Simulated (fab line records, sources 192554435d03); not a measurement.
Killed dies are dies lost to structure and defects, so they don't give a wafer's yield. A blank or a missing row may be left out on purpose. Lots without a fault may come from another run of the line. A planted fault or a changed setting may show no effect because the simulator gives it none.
fab line records | flow n5_finfet
record lots=10 wafers=27 last_day=17
route steps=1938 shown SDB@373 DUMMY_REMOVAL@378 HKMG_FIN@406 BEOL_M4@1111
lots that met no fault: from a run of the same line without faults
start_h: hours from the record's first day to the start of the lot's first wafer shown | wait_h: hours since the lot's step before | " the same as in the row above | L1.1+2: a row that stands for several wafers | - no value, or no start given | * or withheld: withheld | < > ~ a bound
route shown NAME@n: a module of which the file shows steps, and the number in the route of the first | usual: mean/standard deviation of fault-free wafers | same: alike in all rows | chamber/n: place in a boat | sites: the reading at each site | _std_site: their standard deviation | _edge_site: outer sites' mean less inner sites' | radius_mm: how far each site lies from the wafer's centre | mask NAME#n: copy n | behind: the tool/chamber that last shaped the wafer | hold: why the lot was held/for how many hours/how that ended | device: the transistor (n, p or np) that didn't switch | end of line: the same wafers' tests at the end of the route | a step without rows: its recipe alone | killed: dies lost to structure and defects at the first sort, not the wafer's yield | map: a wafer's dies, x killed, . not, _ none there
set.NAME: the setting as run; set.NAME@STEP: as run at that earlier step | model.NAME: the simulator's own value behind a step, which no gauge read
steps of the route over a sample of lots; a table a step, a row a wafer
services: from which hour (start_h, from the record's first day; less than 0 if before it) a tool's chamber was out of use, for how many hours, and why
## steps
# step N5_SDB_ALD_29
# recipe material=SiNx target_thk_a=300 temp_c=400 ald_precursor_family=SiH2I2 ald_co_reactant=N2/H2-plasma pulse_time_s=1 ald_cycles=600 purge_time_s=2 co_reactant_purge_time_s=2 pressure_torr=2
# usual heater_power_w=849/82 precursor_pulse_height_rel=0.999/0.021
# same pulse_time_s=1
# columns lot.wafer tool chamber start_h wait_h heater_power_w precursor_pulse_height_rel
L948.1 ald_sin-03 2 70.83 0.0 933 1.004
L948.3 " 1 " " 758 1.025
L948.5 " 1 72.18 1.4 746 0.986
L949.2 ald_sin-02 3 72.96 0.1 883 0.991
L949.5 " 3 74.31 1.5 900 0.951
L949.6 " 2 " " 873 1.001
L950.3 ald_sin-03 2 77.70 0.0 912 0.978
L950.4 " 1 " " 747 1.007
L953.1 ald_sin-02 3 97.56 0.5 889 1.011
L953.5 " 0 98.91 1.9 786 0.996
L955.1 ald_sin-02 3 109.99 1.3 882 0.958
L955.4 " 0 " " 781 0.996
L955.5 " 3 111.35 2.6 868 0.972
L960.2 ald_sin-03 2 147.16 0.0 928 0.992
L960.4 " 1 " " 742 1.002
L960.5 " 1 148.51 1.4 744 1.002
L961.1 ald_sin-02 0 151.46 0.1 812 0.982
L961.5 " 0 152.81 1.5 797 0.998
L961.6 " 3 " " 870 0.989
L965.2 ald_sin-02 2 170.48 0.0 845 1.018
L965.5 " 0 171.83 1.4 813 1.001
L965.6 " 3 " " 877 0.991
L967.2 ald_sin-04 2 182.45 0.6 991 0.978
L967.3 " 3 " " 821 1.038
L970.1 ald_sin-04 1 198.94 0.0 776 0.989
L970.4 " 2 " " 965 0.999
L970.6 " 2 200.29 1.4 979 0.992
# step N5_DUMMY_REMOVAL_STRIP_10
# recipe chemistry=N2/H2 time_s=40 power_w=100 temp_c=40 pressure_mtorr=100 rf_frequency_hz=6e+07 bias_power_w=3 n2_flow_sccm=300 h2_flow_sccm=300
# usual drypump_motor_current_A=5.9/0.58 oes_product_au=0.80/0.084 rf_vpp_V=45.3/0.96 showerhead_plenum_p_Torr=3.38/0.11 throttle_valve_pct=12.13/0.24
# same time_s=40
# columns lot.wafer tool chamber start_h wait_h drypump_motor_current_A oes_product_au rf_hours_counter_h rf_vpp_V showerhead_plenum_p_Torr throttle_valve_pct
L948.1 rie_diel-01 0 73.95 0.0 5.1 0.98 3 44.3 3.32 11.83
L948.3 " 1 " " 6.4 0.95 9 45.1 3.43 11.98
L948.5 " 1 " " 6.4 0.95 - 43.8 3.43 12.00
L949.2 rie_diel-01 1 76.28 0.0 6.4 0.94 10 45.8 3.43 11.99
L949.5 " 1 " " 6.4 0.94 - 46.1 3.43 11.99
L949.6 " 0 " " 5.1 0.99 - 43.3 3.32 11.84
L950.3 rie_diel-01 3 80.82 0.0 6.2 0.76 150 44.3 3.34 11.80
L950.4 " 2 " " 6.8 0.82 94 45.1 3.30 11.98
L953.1 rie_diel-04 0 100.68 0.0 6.1 0.75 155 44.7 3.52 12.36
L953.5 " 3 " " 6.6 0.83 - 45.4 3.26 11.91
L955.1 rie_diel-04 3 113.12 0.0 6.7 0.83 110 43.7 3.25 11.93
L955.4 " 2 " " 5.6 0.76 146 46.0 3.25 12.04
L955.5 " 0 " " 6.1 0.75 - 45.0 3.52 12.38
L960.2 rie_diel-02 2 150.30 0.0 6.2 0.94 8 46.0 3.57 11.81
L960.4 " 3 " " 6.0 0.70 167 45.8 3.35 12.47
L960.5 " 3 " " 6.0 0.71 - 45.3 3.35 12.45
L961.1 rie_diel-02 0 154.58 0.0 5.6 0.68 242 45.9 3.50 12.72
L961.5 " 2 " " 6.2 0.93 - 44.5 3.57 11.81
L961.6 " 1 " " 5.4 0.76 - 44.8 3.38 12.22
L965.2 rie_diel-01 0 173.60 0.0 5.1 0.90 35 46.0 3.30 11.92
L965.5 " 2 " " 6.8 0.80 - 43.2 3.29 12.03
L965.6 " 1 " " 6.4 0.90 - 45.5 3.42 12.08
L967.2 rie_diel-04 0 185.68 0.0 6.2 0.73 176 46.5 3.51 12.42
L967.3 " 2 " " 5.8 0.74 170 44.4 3.24 12.11
L970.1 rie_diel-04 2 202.06 0.0 5.8 0.74 174 44.9 3.24 12.14
L970.4 " 3 " " 6.6 0.80 138 44.5 3.24 11.99
L970.6 " 3 " " 6.6 0.80 - 45.9 3.24 11.99
# step N5_HKMG_FIN_ETCH_58
# recipe chemistry=N2/H2 target=SOC target_depth_a=2158 ion_energy_ev=50 bias_w=13 time_s=741 pressure_mtorr=30 source_w=875 n2_flow_sccm=200 h2_flow_sccm=200
# usual drypump_motor_current_A=5.5/0.51 oes_product_au=0.78/0.1 rf_fwd_power_W=874.1/2.4 rf_vpp_V=99.0/0.88 showerhead_plenum_p_Torr=2.53/0.074 throttle_valve_pct=17.86/0.22
# same time_s=741
# columns lot.wafer tool chamber start_h wait_h drypump_motor_current_A oes_product_au rf_fwd_power_W rf_hours_counter_h rf_vpp_V showerhead_plenum_p_Torr throttle_valve_pct
L948.1 rie_diel-05 2 75.87 0.0 4.9 0.79 875.9 125 98.4 2.43 17.81
L948.3 " 3 " " 6.1 0.73 873.2 159 99.0 2.55 18.05
L948.5 " 2 " " 4.8 0.78 875.1 - 97.7 2.43 17.79
L949.2 rie_diel-03 1 78.55 0.0 5.9 0.68 872.3 233 98.4 2.49 18.02
L949.5 " 3 " " 5.5 0.72 875.1 - 99.2 2.66 18.23
L949.6 " 1 " " 5.9 0.69 874.7 - 98.5 2.50 18.04
L950.3 rie_diel-05 2 83.14 0.0 4.8 0.78 874.6 129 100.0 2.43 17.78
L950.4 " 0 " " 5.9 0.96 873.9 - 98.1 2.48 17.56
L953.1 rie_diel-03 3 102.68 0.0 5.5 0.72 869.9 208 99.3 2.65 18.26
L953.5 " 3 " " 5.5 0.72 868.4 - 99.8 2.65 18.27
L955.1 rie_diel-05 2 115.13 0.0 4.8 0.76 877.4 141 99.6 2.42 17.81
L955.4 " 0 " " 5.9 0.91 877.1 21 98.5 2.47 17.58
L955.5 " 3 " " 6.1 0.70 875.5 - 99.1 2.54 18.06
L960.2 rie_diel-05 2 152.05 0.0 4.9 0.65 663.3 157 108.3 2.42 17.85
L960.4 " 0 " " 5.9 0.77 663.1 35 109.1 2.47 17.61
L960.5 " 0 " " 5.9 0.78 663.1 - 107.4 2.46 17.61
L961.1 rie_diel-05 2 156.31 0.0 4.9 0.65 665.9 159 109.4 2.42 17.84
L961.5 " 2 " " 4.9 0.64 664.1 - 107.6 2.42 17.84
L961.6 " 3 " " 6.1 0.61 664.8 - 109.0 2.53 18.11
L965.2 rie_diel-06 0 175.64 0.0 5.2 0.91 875.9 33 98.6 2.60 17.57
L965.5 " 3 " " 4.8 0.68 876.6 - 100.3 2.62 17.98
L965.6 " 0 " " 5.2 0.91 872.8 - 98.8 2.60 17.59
L967.2 rie_diel-06 1 187.41 0.0 5.9 0.65 878.1 237 98.8 2.47 17.98
L967.3 " 0 " " 5.3 0.90 874.2 40 99.5 2.60 17.59
L970.1 rie_diel-03 1 203.98 0.0 5.9 0.92 872.0 22 98.6 2.48 17.61
L970.4 " 2 " " 5.8 0.89 873.5 48 99.0 2.61 17.88
L970.6 " 2 " " 5.8 0.88 873.7 - 99.6 2.61 17.88
# step N5_HKMG_FIN_THK_MEAS_70
# recipe thk_meas_gauge=xrf reads=HfO2_of_HKMG_FIN_HK_ALD_01
# usual HK_THK=1.615/0.021
# columns lot.wafer tool chamber start_h wait_h HK_THK[nm]
L948.1 film_metro-01 - 78.16 0.2 1.623
L948.3 " - " " 1.610
L948.5 " - " " 1.615
L949.2 film_metro-01 - 80.95 0.2 1.631
L949.5 " - " " 1.630
L949.6 " - " " 1.610
L950.3 film_metro-02 - 85.29 0.2 1.621
L950.4 " - " " 1.607
L953.1 film_metro-02 - 104.79 0.2 1.651
L953.5 " - " " 1.590
L955.1 film_metro-01 - 117.35 0.2 1.635
L955.4 " - " " 1.618
L955.5 " - " " 1.625
L960.2 film_metro-02 - 154.17 0.2 1.631
L960.4 " - " " 1.611
L960.5 " - " " 1.634
L961.1 film_metro-02 - 158.52 0.2 1.647
L961.5 " - " " 1.619
L961.6 " - " " 1.577
L965.2 film_metro-01 - 177.83 0.2 1.632
L965.5 " - " " 1.598
L965.6 " - " " 1.625
L967.2 film_metro-02 - 189.52 0.2 1.620
L967.3 " - " " 1.624
L970.1 film_metro-02 - 206.20 0.2 1.612
L970.4 " - " " 1.583
L970.6 " - " " 1.589
# step N5_BEOL_M4_RC_MEAS_101
# usual DIBL_N=36.9/2.1 DIBL_P=37.1/2.5 IOFF_N=0.17/0.039 IOFF_P=0.23/0.043 ION_N=673/15 ION_P=462/9.1 SS_N=71.8/0.69 SS_P=73.6/0.74 VT_N=250/3.6 VT_P=-249.7/2.9
# columns lot.wafer tool chamber start_h wait_h DIBL_N[mV/V] DIBL_P[mV/V] IOFF_N[nA/um] IOFF_P[nA/um] ION_N[uA/um] ION_P[uA/um] SS_N[mV/dec] SS_P[mV/dec] VT_N[mV] VT_P[mV]
L949.2 prober-02 0 177.83 0.2 35.1 37.0 0.16 0.24 691 474 71.2 74.0 251 -247.6
L949.5 " 0 " " 36.0 36.9 0.15 0.23 666 459 71.7 73.6 253 -248.0
L949.6 " 0 " " 34.3 35.4 0.14 0.20 674 464 71.2 73.3 249 -248.0
L950.3 prober-02 0 181.22 0.3 40.9 43.9 0.29 0.35 703 476 72.5 75.0 241 -245.6
L950.4 " 0 " " 39.4 41.2 0.23 0.29 682 461 72.1 74.2 245 -245.4
L948.1 prober-01 0 185.58 0.0 37.9 37.0 0.18 0.19 674 447 71.8 73.2 248 -249.9
L948.3 " 0 " " 39.5 40.3 0.22 0.23 687 456 71.9 74.3 247 -250.1
L948.5 " 0 " " 37.5 36.5 0.16 0.17 664 444 72.2 73.8 253 -252.8
L953.1 prober-01 0 195.75 0.0 38.2 38.3 0.17 0.27 664 468 71.4 73.9 247 -245.9
L953.5 " 0 " " 40.7 40.6 0.23 0.31 681 468 72.2 74.6 247 -244.4
L955.1 prober-02 0 205.37 0.0 36.1 34.1 0.13 0.19 668 461 70.6 72.6 256 -251.9
L955.4 " 0 " " 36.6 36.1 0.14 0.22 676 470 71.1 72.7 251 -249.4
L955.5 " 0 " " 36.8 36.1 0.15 0.23 654 456 71.0 73.3 252 -248.9
L960.2 prober-02 0 242.45 0.2 36.2 36.8 0.17 0.22 659 451 72.7 72.9 252 -249.3
L960.4 " 0 " " 37.6 40.2 0.22 0.29 682 468 72.4 73.5 249 -247.1
L960.5 " 0 " " 35.9 36.7 0.16 0.21 663 455 72.2 73.3 254 -252.4
L961.1 prober-01 0 250.85 0.0 36.4 37.1 0.15 0.22 675 465 72.1 73.7 253 -253.2
L961.5 " 0 " " 38.6 37.3 0.18 0.21 668 458 73.1 73.4 249 -252.3
L961.6 " 0 " " 37.2 37.6 0.15 0.23 675 472 71.5 73.6 254 -250.4
L965.2 prober-01 0 267.39 0.2 39.1 39.0 0.23 0.26 689 473 72.1 73.4 244 -245.7
L965.5 " 0 " " 35.9 36.4 0.16 0.21 673 457 71.3 73.0 250 -250.8
L965.6 " 0 " " 40.5 42.4 0.25 0.31 701 476 72.7 74.5 246 -247.9
L967.2 prober-01 0 284.13 0.2 40.9 43.4 0.28 0.34 707 486 74.2 75.1 243 -244.5
L967.3 " 0 " " 39.5 40.8 0.22 0.28 682 456 73.1 75.3 244 -247.6
L970.1 prober-02 0 302.10 0.0 37.3 35.9 0.17 0.21 681 462 72.1 73.4 248 -250.6
L970.4 " 0 " " 33.3 32.1 0.11 0.15 664 455 70.4 72.4 254 -254.1
L970.6 " 0 " " 37.4 37.0 0.19 0.23 700 474 71.9 73.5 245 -250.7
## services
# columns tool chamber start_h hours kind
ald_sin-02 1 57.24 1.4 repair
rie_diel-02 3 63.87 10.9 repair
rie_diel-05 1 69.95 - clean
rie_diel-05 1 69.95 - consumable_replace:focus_ring
rie_diel-02 3 75.88 2.6 repair
rie_diel-03 0 77.63 53.1 repair
ald_sin-02 3 78.35 9.7 repair
ald_sin-04 0 94.13 16.4 repair
ald_sin-03 - 96.95 6.1 pm
rie_diel-03 2 97.15 3.3 repair
rie_diel-06 0 100.78 9.1 repair
rie_diel-04 2 114.20 1.9 repair
rie_diel-06 - 119.48 4.4 repair
rie_diel-06 0 124.63 1.7 repair
rie_diel-04 - 131.63 0.8 repair
rie_diel-04 0 132.51 11.9 repair
ald_sin-03 3 142.57 3.6 repair
rie_diel-02 1 156.55 15.9 repair
rie_diel-03 - 158.24 0.4 repair
rie_diel-01 3 165.35 3.0 repair
rie_diel-03 3 168.79 4.2 repair
ald_sin-02 - 176.82 14.0 pm
ald_sin-02 0 176.82 14.0 vent_cycle
ald_sin-02 - 192.50 2.8 pm
## key
first_sign step=N5_HKMG_FIN_ETCH_58 reading=rf_fwd_power_W direction=down sigmas=88 usual=* struck=*
effect step=N5_HKMG_FIN_ETCH_58 reading=rf_vpp_V direction=up sigmas=11 usual=99.0 struck=108.5
met_at N5_HKMG_FIN_ETCH_58
struck_lots L960,L961
baseline_loss step=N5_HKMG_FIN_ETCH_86 wafers=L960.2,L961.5
not_acting_at N5_SDB_ALD_29,N5_DUMMY_REMOVAL_STRIP_10,N5_HKMG_FIN_THK_MEAS_70
onset_between 115.13 152.05
fault kind=process_parameter_drift tool=rie_diel-05 chamber=- onset_h=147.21 steps=N5_HKMG_FIN_ETCH_58 channel=source_w offset=-210 shape=step end_h=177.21 acts_in=these_recipes_only stated=875
# baseline_loss: these wafers lose ten dies or more at that step, a loss of the line's own and not of a fault; the sort's usual values leave them out
